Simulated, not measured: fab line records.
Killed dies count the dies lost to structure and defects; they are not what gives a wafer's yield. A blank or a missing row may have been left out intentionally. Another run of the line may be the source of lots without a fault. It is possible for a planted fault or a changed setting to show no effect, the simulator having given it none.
Which of the tools did it? / flow n5-finfet / 24 lots with 72 wafers sampled at 3 steps, on a route of 1938 steps

WHAT EACH GAUGE READ, for each wafer
N5_BEOL_M2_INSPECT_30: inspects for defects (brightfield).
lot=L074; measured=day 6 15:50; on=defect-inspect-02; raw-defect-count=529 388 481
lot=L075; measured=day 6 19:55; on=defect-inspect-02; raw-defect-count=402 496 396
lot=L076; measured=day 6 23:26; on=defect-inspect-02; raw-defect-count=389 361 488
lot=L077; measured=day 7 14:14; on=defect-inspect-01; raw-defect-count=517 372 434
lot=L078; measured=day 7 17:26; on=defect-inspect-01; raw-defect-count=514 352 467
lot=L080; measured=day 8 02:22; on=defect-inspect-02; raw-defect-count=519 362 394
lot=L081; measured=day 8 04:41; on=defect-inspect-02; raw-defect-count=402 340 403
lot=L079; measured=day 8 05:43; on=defect-inspect-01; raw-defect-count=363 491 461
lot=L083; measured=day 8 21:16; on=defect-inspect-02; raw-defect-count=560 336 350
lot=L082; measured=day 9 03:49; on=defect-inspect-02; raw-defect-count=317 362 301
lot=L084; measured=day 9 12:45; on=defect-inspect-02; raw-defect-count=460 461 345
lot=L085; measured=day 9 18:09; on=defect-inspect-02; raw-defect-count=378 480 456
lot=L086; measured=day 9 22:16; on=defect-inspect-02; raw-defect-count=358 469 463
lot=L087; measured=day 10 02:06; on=defect-inspect-02; raw-defect-count=317 374 377
lot=L088; measured=day 10 14:00; on=defect-inspect-02; raw-defect-count=424 483 574
lot=L089; measured=day 10 19:05; on=defect-inspect-02; raw-defect-count=438 435 439
lot=L090; measured=day 10 20:22; on=defect-inspect-02; raw-defect-count=450 369 402
lot=L091; measured=day 11 11:46; on=defect-inspect-02; raw-defect-count=521 427 385
lot=L092; measured=day 11 13:02; on=defect-inspect-02; raw-defect-count=401 370 362
lot=L093; measured=day 11 16:43; on=defect-inspect-02; raw-defect-count=376 512 420
lot=L094; measured=day 12 08:55; on=defect-inspect-02; raw-defect-count=403 345 453
lot=L095; measured=day 12 09:08; on=defect-inspect-02; raw-defect-count=409 441 422
lot=L096; measured=day 12 09:31; on=defect-inspect-02; raw-defect-count=405 610 442
lot=L097; measured=day 12 10:53; on=defect-inspect-02; raw-defect-count=493 606 346

N5_BEOL_M2_OCD_MEAS_38.
lot=L074; measured=day 7 01:41; on=ocd-01; trench-depth-nm (nm)=56.1 55.5 55.5
lot=L075; measured=day 7 08:02; on=ocd-02; trench-depth-nm (nm)=53.8 55.4 54.7
lot=L076; measured=day 7 15:25; on=ocd-01; trench-depth-nm (nm)=56.8 51.8 55.6
lot=L077; measured=day 7 17:28; on=ocd-02; trench-depth-nm (nm)=55.4 56.5 55.5
lot=L078; measured=day 7 21:44; on=ocd-02; trench-depth-nm (nm)=55.6 52.4 56.8
lot=L080; measured=day 8 04:41; on=ocd-01; trench-depth-nm (nm)=54.9 52.5 55.7
lot=L081; measured=day 8 07:17; on=ocd-02; trench-depth-nm (nm)=56.5 55.7 57.0
lot=L079; measured=day 8 16:14; on=ocd-02; trench-depth-nm (nm)=56.3 56.8 52.3
lot=L083; measured=day 9 01:25; on=ocd-02; trench-depth-nm (nm)=55.6 52.4 56.1
lot=L082; measured=day 9 04:36; on=ocd-02; trench-depth-nm (nm)=53.0 55.5 56.0
lot=L084; measured=day 9 19:41; on=ocd-02; trench-depth-nm (nm)=53.0 56.2 56.4
lot=L085; measured=day 9 21:07; on=ocd-01; trench-depth-nm (nm)=57.1 56.2 53.6
lot=L086; measured=day 9 23:32; on=ocd-01; trench-depth-nm (nm)=56.2 53.4 52.6
lot=L087; measured=day 10 08:07; on=ocd-02; trench-depth-nm (nm)=55.5 55.9 55.1
lot=L088; measured=day 10 17:11; on=ocd-02; trench-depth-nm (nm)=55.8 56.3 52.1
lot=L089; measured=day 10 23:01; on=ocd-02; trench-depth-nm (nm)=56.1 51.9 55.4
lot=L090; measured=day 11 01:54; on=ocd-02; trench-depth-nm (nm)=55.6 55.6 54.2
lot=L091; measured=day 11 12:35; on=ocd-01; trench-depth-nm (nm)=56.5 56.2 56.5
lot=L092; measured=day 11 17:08; on=ocd-02; trench-depth-nm (nm)=56.6 51.9 51.6
lot=L093; measured=day 11 22:12; on=ocd-02; trench-depth-nm (nm)=56.2 55.1 55.2
lot=L094; measured=day 12 14:59; on=ocd-01; trench-depth-nm (nm)=55.5 54.6 54.1
lot=L095; measured=day 12 17:02; on=ocd-02; trench-depth-nm (nm)=56.6 57.7 55.8
lot=L096; measured=day 12 17:49; on=ocd-01; trench-depth-nm (nm)=55.8 54.8 56.3
lot=L097; measured=day 12 21:58; on=ocd-01; trench-depth-nm (nm)=57.0 55.0 55.5

WHICH TOOL RAN EACH LOT (tool, then ch and the chambers of the sampled wafers, then the start)
lot=L074; N5_BEOL_M2_ETCH_41=rie-diel-01 ch 0,3, day 7 01:41 or earlier
lot=L075; N5_BEOL_M2_ETCH_41=rie-diel-04 ch 1,2,3, day 7 08:02 or earlier
lot=L076; N5_BEOL_M2_ETCH_41=rie-diel-02 ch 0,1,2, day 7 15:25 or earlier
lot=L077; N5_BEOL_M2_ETCH_41=rie-diel-01 ch 0,1,2, day 7 17:28 or earlier
lot=L078; N5_BEOL_M2_ETCH_41=rie-diel-02 ch 1,2,3, day 7 21:44 or earlier
lot=L080; N5_BEOL_M2_ETCH_41=rie-diel-02 ch 0,2,3, day 8 04:41 or earlier
lot=L081; N5_BEOL_M2_ETCH_41=rie-diel-02 ch 1,3, day 8 07:17 or earlier
lot=L079; N5_BEOL_M2_ETCH_41=rie-diel-02 ch 0,1,2, day 8 16:14 or earlier
lot=L083; N5_BEOL_M2_ETCH_41=rie-diel-02 ch 0,1,2, day 9 01:25 or earlier
lot=L082; N5_BEOL_M2_ETCH_41=rie-diel-02 ch 0,2,3, day 9 04:36 or earlier
lot=L084; N5_BEOL_M2_ETCH_41=rie-diel-02 ch 0,1,2, day 9 19:41 or earlier
lot=L085; N5_BEOL_M2_ETCH_41=rie-diel-02 ch 1,2,3, day 9 21:07 or earlier
lot=L086; N5_BEOL_M2_ETCH_41=rie-diel-02 ch 2,3, day 9 23:32 or earlier
lot=L087; N5_BEOL_M2_ETCH_41=rie-diel-01 ch 2,3, day 10 08:07 or earlier
lot=L088; N5_BEOL_M2_ETCH_41=rie-diel-02 ch 0,2,3, day 10 17:11 or earlier
lot=L089; N5_BEOL_M2_ETCH_41=rie-diel-02 ch 1,2,3, day 10 23:01 or earlier
lot=L090; N5_BEOL_M2_ETCH_41=rie-diel-01 ch 0,1,3, day 11 01:54 or earlier
lot=L091; N5_BEOL_M2_ETCH_41=rie-diel-02 ch 0,1,3, day 11 12:35 or earlier
lot=L092; N5_BEOL_M2_ETCH_41=rie-diel-02 ch 1,2, day 11 17:08 or earlier
lot=L093; N5_BEOL_M2_ETCH_41=rie-diel-01 ch 0,1, day 11 22:12 or earlier
lot=L094; N5_BEOL_M2_ETCH_41=rie-diel-01 ch 2,3, day 12 14:59 or earlier
lot=L095; N5_BEOL_M2_ETCH_41=rie-diel-01 ch 0,1,3, day 12 17:02 or earlier
lot=L096; N5_BEOL_M2_ETCH_41=rie-diel-01 ch 0,3, day 12 17:49 or earlier
lot=L097; N5_BEOL_M2_ETCH_41=rie-diel-01 ch 0,3, day 12 21:58 or earlier
- N5_BEOL_M2_ETCH_41: etches SiCN in CH3F/O2, target depth 29.9 nm, time 52.5 s.

WHAT THE TOOLS THEMSELVES READ (means of the sampled wafers that have a number; where no wafer has one, the mark that the record gives instead)
N5_BEOL_M2_ETCH_41.
lot=L074; tool=rie-diel-01; drypump-motor-current-A (A)=6.0; oes-product-au (a.u.)=0.76; rf-vpp-V (V)=295.7; showerhead-plenum-p-Torr (Torr)=1.92; throttle-valve-pct (%)=16.37
lot=L075; tool=rie-diel-04; drypump-motor-current-A (A)=5.4; oes-product-au (a.u.)=0.82; rf-vpp-V (V)=297.9; showerhead-plenum-p-Torr (Torr)=2.06; throttle-valve-pct (%)=16.34
lot=L076; tool=rie-diel-02; drypump-motor-current-A (A)=5.7; oes-product-au (a.u.)=0.78; rf-vpp-V (V)=297.2; showerhead-plenum-p-Torr (Torr)=2.02; throttle-valve-pct (%)=16.29
lot=L077; tool=rie-diel-01; drypump-motor-current-A (A)=5.9; oes-product-au (a.u.)=0.79; rf-vpp-V (V)=295.9; showerhead-plenum-p-Torr (Torr)=1.95; throttle-valve-pct (%)=16.16
lot=L078; tool=rie-diel-02; drypump-motor-current-A (A)=5.3; oes-product-au (a.u.)=0.79; rf-vpp-V (V)=298.5; showerhead-plenum-p-Torr (Torr)=2.06; throttle-valve-pct (%)=16.28
lot=L080; tool=rie-diel-02; drypump-motor-current-A (A)=5.6; oes-product-au (a.u.)=0.81; rf-vpp-V (V)=297.9; showerhead-plenum-p-Torr (Torr)=2.02; throttle-valve-pct (%)=16.28
lot=L081; tool=rie-diel-02; drypump-motor-current-A (A)=5.1; oes-product-au (a.u.)=0.80; rf-vpp-V (V)=297.3; showerhead-plenum-p-Torr (Torr)=2.02; throttle-valve-pct (%)=16.30
lot=L079; tool=rie-diel-02; drypump-motor-current-A (A)=5.7; oes-product-au (a.u.)=0.78; rf-vpp-V (V)=298.2; showerhead-plenum-p-Torr (Torr)=2.02; throttle-valve-pct (%)=16.30
lot=L083; tool=rie-diel-02; drypump-motor-current-A (A)=5.7; oes-product-au (a.u.)=0.77; rf-vpp-V (V)=297.9; showerhead-plenum-p-Torr (Torr)=2.02; throttle-valve-pct (%)=16.31
lot=L082; tool=rie-diel-02; drypump-motor-current-A (A)=5.6; oes-product-au (a.u.)=0.79; rf-vpp-V (V)=297.0; showerhead-plenum-p-Torr (Torr)=2.02; throttle-valve-pct (%)=16.29
lot=L084; tool=rie-diel-02; drypump-motor-current-A (A)=5.7; oes-product-au (a.u.)=0.76; rf-vpp-V (V)=297.3; showerhead-plenum-p-Torr (Torr)=2.02; throttle-valve-pct (%)=16.33
lot=L085; tool=rie-diel-02; drypump-motor-current-A (A)=5.3; oes-product-au (a.u.)=0.78; rf-vpp-V (V)=298.4; showerhead-plenum-p-Torr (Torr)=2.05; throttle-valve-pct (%)=16.31
lot=L086; tool=rie-diel-02; drypump-motor-current-A (A)=5.5; oes-product-au (a.u.)=0.78; rf-vpp-V (V)=299.0; showerhead-plenum-p-Torr (Torr)=2.08; throttle-valve-pct (%)=16.30
lot=L087; tool=rie-diel-01; drypump-motor-current-A (A)=5.5; oes-product-au (a.u.)=0.77; rf-vpp-V (V)=297.3; showerhead-plenum-p-Torr (Torr)=1.97; throttle-valve-pct (%)=16.24
lot=L088; tool=rie-diel-02; drypump-motor-current-A (A)=5.6; oes-product-au (a.u.)=0.78; rf-vpp-V (V)=297.8; showerhead-plenum-p-Torr (Torr)=2.01; throttle-valve-pct (%)=16.32
lot=L089; tool=rie-diel-02; drypump-motor-current-A (A)=5.3; oes-product-au (a.u.)=0.78; rf-vpp-V (V)=298.8; showerhead-plenum-p-Torr (Torr)=2.05; throttle-valve-pct (%)=16.32
lot=L090; tool=rie-diel-01; drypump-motor-current-A (A)=5.8; oes-product-au (a.u.)=0.76; rf-vpp-V (V)=295.3; showerhead-plenum-p-Torr (Torr)=1.92; throttle-valve-pct (%)=16.38
lot=L091; tool=rie-diel-02; drypump-motor-current-A (A)=5.4; oes-product-au (a.u.)=0.78; rf-vpp-V (V)=296.7; showerhead-plenum-p-Torr (Torr)=1.98; throttle-valve-pct (%)=16.34
lot=L092; tool=rie-diel-02; drypump-motor-current-A (A)=5.6; oes-product-au (a.u.)=0.74; rf-vpp-V (V)=298.6; showerhead-plenum-p-Torr (Torr)=2.08; throttle-valve-pct (%)=16.34
lot=L093; tool=rie-diel-01; drypump-motor-current-A (A)=5.9; oes-product-au (a.u.)=0.77; rf-vpp-V (V)=295.9; showerhead-plenum-p-Torr (Torr)=1.93; throttle-valve-pct (%)=16.27
lot=L094; tool=rie-diel-01; drypump-motor-current-A (A)=5.5; oes-product-au (a.u.)=0.75; rf-vpp-V (V)=296.8; showerhead-plenum-p-Torr (Torr)=1.96; throttle-valve-pct (%)=16.27
lot=L095; tool=rie-diel-01; drypump-motor-current-A (A)=5.8; oes-product-au (a.u.)=0.74; rf-vpp-V (V)=294.6; showerhead-plenum-p-Torr (Torr)=1.92; throttle-valve-pct (%)=16.41
lot=L096; tool=rie-diel-01; drypump-motor-current-A (A)=5.7; oes-product-au (a.u.)=0.74; rf-vpp-V (V)=296.0; showerhead-plenum-p-Torr (Torr)=1.91; throttle-valve-pct (%)=16.52
lot=L097; tool=rie-diel-01; drypump-motor-current-A (A)=5.9; oes-product-au (a.u.)=0.73; rf-vpp-V (V)=295.9; showerhead-plenum-p-Torr (Torr)=1.91; throttle-valve-pct (%)=16.47

THE ANSWER, worked out from the rows above alone
Rule: the lots themselves supply what counts as usual. The widest of any qualifying gaps counts: lots, ordered by their means at a reading, are off when they make up no more than a third of the lots, leave a main group of 4 or more, and stand apart from it by 3 or more times the standard deviation of that group's means. A main group is skipped when, at the precision printed for the reading in the tables above, its means are all equal. Also off: a lot with no number at a reading for which 4 or more lots have one. Any other lot the step has rows for is counted as sound. Order of review: gauges by route order, followed by the tools' own readings, for which a lot's mean as printed above is used. The first step at which some lot is off is used, and at that step the reading that is off furthest; a lot without a number counts as furthest.
Across all readings shown, no lot is off: no conclusion can be drawn from this.

WHAT HAD BEEN PUT IN BY THE SIMULATOR
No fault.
